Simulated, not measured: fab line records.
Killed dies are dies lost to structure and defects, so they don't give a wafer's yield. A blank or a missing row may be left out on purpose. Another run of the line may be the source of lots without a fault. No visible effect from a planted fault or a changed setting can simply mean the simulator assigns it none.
Matching of chambers    flow n5_finfet    rie_diel-01 running N5_GATE_CUT_ETCH_58: 4 sister chambers
The step etches SiNx in CH3F/O2, target depth 17 nm, time 128.6 s. 4 wafers are shown with their chamber, then 8 later ones without.

## WAFERS, EACH WITH ITS CHAMBER
wafer   chamber  showerhead_plenum_p_Torr (Torr)
L075.4  2        2.08
L086.2  1        1.98
L088.5  0        2.05
L089.1  3        2.07

## WAFERS MISSING THEIR CHAMBER
wafer   showerhead_plenum_p_Torr (Torr)
L089.2  1.98
L089.6  2.07
L090.1  2.07
L090.3  1.98
L090.6  2.07
L097.3  2.07
L097.4  2.06
L097.5  2.07

## THE CHAMBER EACH PASSED THROUGH
wafer    from the rows above       in truth
L089.2   1                         1
L089.6   3                         3
L090.1   3                         3
L090.3   1                         1
L090.6   3                         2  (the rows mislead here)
L097.3   3                         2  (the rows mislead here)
L097.4   can't be placed: 3 or 0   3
L097.5   3                         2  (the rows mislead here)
Correctly placed: 4 of 8. Unplaceable from these rows: 1, with the true chamber sitting among the candidates in 1. Placed wrongly: 3.
How it was worked out, from the rows above alone: a wafer's distance from a chamber is the root of the sum, over the readings, of the square of ((its reading less the chamber's mean) divided by the reading's scatter). If the next closest chamber is less than 2 further off than the closest, the wafer can't be placed; otherwise it belongs to the closest. Each chamber's mean is taken over the wafers shown for it. The scatter: root of mean squared gap, hidden wafer to nearest shown wafer, with one shown wafer a chamber.
